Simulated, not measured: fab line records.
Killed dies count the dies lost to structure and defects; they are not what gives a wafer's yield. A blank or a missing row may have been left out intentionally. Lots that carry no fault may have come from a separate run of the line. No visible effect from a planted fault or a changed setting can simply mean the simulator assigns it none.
Chamber matching / flow n5 finfet / N5_BEOL_M13_ILD_DEP_00 on pecvd-02 has 3 sister chambers
The step deposits SiOC from DEMS/O2, target thk 837.92 nm, time 166.4 s. 22 wafers are shown with their chamber, then 11 later ones without.

WAFERS PAIRED WITH THEIR CHAMBERS
wafer=L074.1; chamber=2; throttle valve pct (%)=11.2; heater power w (W)=432; showerhead plenum p Torr (Torr)=5.695
wafer=L074.4; chamber=0; throttle valve pct (%)=12.0; heater power w (W)=538; showerhead plenum p Torr (Torr)=5.685
wafer=L074.6; chamber=2; throttle valve pct (%)=11.1; heater power w (W)=462; showerhead plenum p Torr (Torr)=5.698
wafer=L075.2; chamber=0; throttle valve pct (%)=11.9; heater power w (W)=521; showerhead plenum p Torr (Torr)=5.688
wafer=L075.4; chamber=2; throttle valve pct (%)=11.2; heater power w (W)=445; showerhead plenum p Torr (Torr)=5.711
wafer=L075.5; chamber=1; throttle valve pct (%)=11.8; heater power w (W)=377; showerhead plenum p Torr (Torr)=5.682
wafer=L078.1; chamber=2; throttle valve pct (%)=11.3; heater power w (W)=447; showerhead plenum p Torr (Torr)=5.700
wafer=L078.2; chamber=1; throttle valve pct (%)=11.8; heater power w (W)=404; showerhead plenum p Torr (Torr)=5.680
wafer=L078.4; chamber=1; throttle valve pct (%)=11.8; heater power w (W)=431; showerhead plenum p Torr (Torr)=5.687
wafer=L082.3; chamber=1; throttle valve pct (%)=11.9; heater power w (W)=445; showerhead plenum p Torr (Torr)=5.697
wafer=L082.4; chamber=1; throttle valve pct (%)=11.7; heater power w (W)=482; showerhead plenum p Torr (Torr)=5.697
wafer=L082.6; chamber=2; throttle valve pct (%)=11.2; heater power w (W)=469; showerhead plenum p Torr (Torr)=5.697
wafer=L086.1; chamber=2; throttle valve pct (%)=11.2; heater power w (W)=456; showerhead plenum p Torr (Torr)=5.696
wafer=L086.2; chamber=1; throttle valve pct (%)=11.7; heater power w (W)=389; showerhead plenum p Torr (Torr)=5.695
wafer=L086.3; chamber=0; throttle valve pct (%)=12.0; heater power w (W)=499; showerhead plenum p Torr (Torr)=5.688
wafer=L085.2; chamber=0; throttle valve pct (%)=12.2; heater power w (W)=505; showerhead plenum p Torr (Torr)=5.697
wafer=L085.4; chamber=2; throttle valve pct (%)=11.3; heater power w (W)=369; showerhead plenum p Torr (Torr)=5.683
wafer=L085.6; chamber=2; throttle valve pct (%)=11.4; heater power w (W)=409; showerhead plenum p Torr (Torr)=5.708
wafer=L089.1; chamber=1; throttle valve pct (%)=12.1; heater power w (W)=450; showerhead plenum p Torr (Torr)=5.681
wafer=L089.4; chamber=1; throttle valve pct (%)=12.0; heater power w (W)=469; showerhead plenum p Torr (Torr)=5.685
wafer=L089.6; chamber=2; throttle valve pct (%)=11.4; heater power w (W)=465; showerhead plenum p Torr (Torr)=5.704
wafer=L088.1; chamber=1; throttle valve pct (%)=11.8; heater power w (W)=484; showerhead plenum p Torr (Torr)=5.683

SIGNATURES, as means of the wafers listed above
reading=throttle valve pct; chamber 0=12.025; chamber 1=11.844; chamber 2=11.256; scatter within a chamber=0.12
reading=heater power w; chamber 0=515.75; chamber 1=436.78; chamber 2=439.33; scatter within a chamber=33.9
reading=showerhead plenum p Torr; chamber 0=5.68950; chamber 1=5.68744; chamber 2=5.69911; scatter within a chamber=0.00729
Rule: for each reading, subtract the chamber's mean from the wafer's reading, divide by that reading's scatter and square the result; add these up over the readings and take the root, which gives the wafer's distance from the chamber. The wafer belongs to the nearest chamber; if the next one is less than 2 further off, it can't be placed. The scatter is the square root of a quotient: the sum, over the shown wafers, of each reading's squared deviation from its chamber's mean, divided by wafers minus chambers.

WAFERS WITHOUT THEIR CHAMBER
wafer=L088.4; throttle valve pct (%)=12.0; heater power w (W)=560; showerhead plenum p Torr (Torr)=5.675
wafer=L088.5; throttle valve pct (%)=12.0; heater power w (W)=384; showerhead plenum p Torr (Torr)=5.701
wafer=L091.1; throttle valve pct (%)=11.9; heater power w (W)=535; showerhead plenum p Torr (Torr)=5.689
wafer=L091.2; throttle valve pct (%)=12.0; heater power w (W)=456; showerhead plenum p Torr (Torr)=5.692
wafer=L091.4; throttle valve pct (%)=12.0; heater power w (W)=573; showerhead plenum p Torr (Torr)=5.670
wafer=L094.4; throttle valve pct (%)=12.0; heater power w (W)=497; showerhead plenum p Torr (Torr)=5.694
wafer=L094.5; throttle valve pct (%)=11.9; heater power w (W)=474; showerhead plenum p Torr (Torr)=5.696
wafer=L094.6; throttle valve pct (%)=11.3; heater power w (W)=444; showerhead plenum p Torr (Torr)=5.695
wafer=L097.1; throttle valve pct (%)=12.1; heater power w (W)=458; showerhead plenum p Torr (Torr)=5.693
wafer=L097.3; throttle valve pct (%)=11.5; heater power w (W)=401; showerhead plenum p Torr (Torr)=5.672
wafer=L097.6; throttle valve pct (%)=11.4; heater power w (W)=428; showerhead plenum p Torr (Torr)=5.693

WHICH CHAMBER EACH WENT THROUGH
wafer=L088.4; from the rows above=can't be placed: 0 or 1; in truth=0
wafer=L088.5; from the rows above=can't be placed: 1 or 0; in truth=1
wafer=L091.1; from the rows above=can't be placed: 0 or 1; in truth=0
wafer=L091.2; from the rows above=can't be placed: 1 or 0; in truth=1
wafer=L091.4; from the rows above=can't be placed: 0 or 1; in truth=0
wafer=L094.4; from the rows above=can't be placed: 0 or 1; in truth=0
wafer=L094.5; from the rows above=can't be placed: 1 or 0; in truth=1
wafer=L094.6; from the rows above=2; in truth=2
wafer=L097.1; from the rows above=can't be placed: 0 or 1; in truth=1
wafer=L097.3; from the rows above=can't be placed: 1 or 2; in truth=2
wafer=L097.6; from the rows above=2; in truth=2
Correctly placed: 2 of 11. These rows do not allow placing 9 (true chamber among the candidates in 9). 0 placed wrongly.
